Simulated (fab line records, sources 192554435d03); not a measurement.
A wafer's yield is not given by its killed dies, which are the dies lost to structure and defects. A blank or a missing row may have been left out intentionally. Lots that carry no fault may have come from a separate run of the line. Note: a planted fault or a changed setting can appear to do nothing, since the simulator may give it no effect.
Chamber matching -- flow n5Finfet -- N5_DUMMY_REMOVAL_HM_STRIP_01 on rieDiel-05 has 4 sister chambers
The step strips SiNx in CH3F/O2, stops on poly-Si, target depth 4 nm, time 6.8 s. 4 wafers are shown with their chamber, then 11 later ones without.

WAFERS, EACH WITH ITS CHAMBER
wafer,chamber,showerheadPlenumPTorr (Torr)
L088.6,2,2.14
L090.5,3,1.93
L090.6,0,1.98
L091.1,1,1.98

WAFERS WHOSE CHAMBER IS MISSING
wafer,showerheadPlenumPTorr (Torr)
L091.4,1.93
L091.5,1.98
L092.1,2.14
L092.2,1.93
L092.5,1.98
L094.2,1.98
L094.3,1.93
L094.6,1.97
L096.1,1.97
L096.4,1.98
L096.5,1.97

WHICH CHAMBER EACH WENT THROUGH
wafer,from the rows above,in truth
L091.4,3,3
L091.5,can't be placed: 0 or 1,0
L092.1,2,2
L092.2,3,3
L092.5,can't be placed: 0 or 1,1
L094.2,can't be placed: 0 or 1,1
L094.3,3,3
L094.6,can't be placed: 0 or 1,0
L096.1,can't be placed: 0 or 1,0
L096.4,can't be placed: 0 or 1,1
L096.5,can't be placed: 0 or 1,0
Correct placement for 4 of the 11. From these rows, 7 cannot be placed; in 7 the true chamber is one of the candidates. Placed wrongly: 0.
How it was worked out, from the rows above alone: a wafer's distance from a chamber is the root of the sum, over the readings, of the square of ((its reading less the chamber's mean) divided by the reading's scatter). If the next closest chamber is less than 2 further off than the closest, the wafer can't be placed; otherwise it belongs to the closest. A chamber's mean is the mean of its shown wafers. The scatter: with one shown wafer a chamber, the root of the mean of the squares of how far each hidden wafer lies from its nearest shown one.
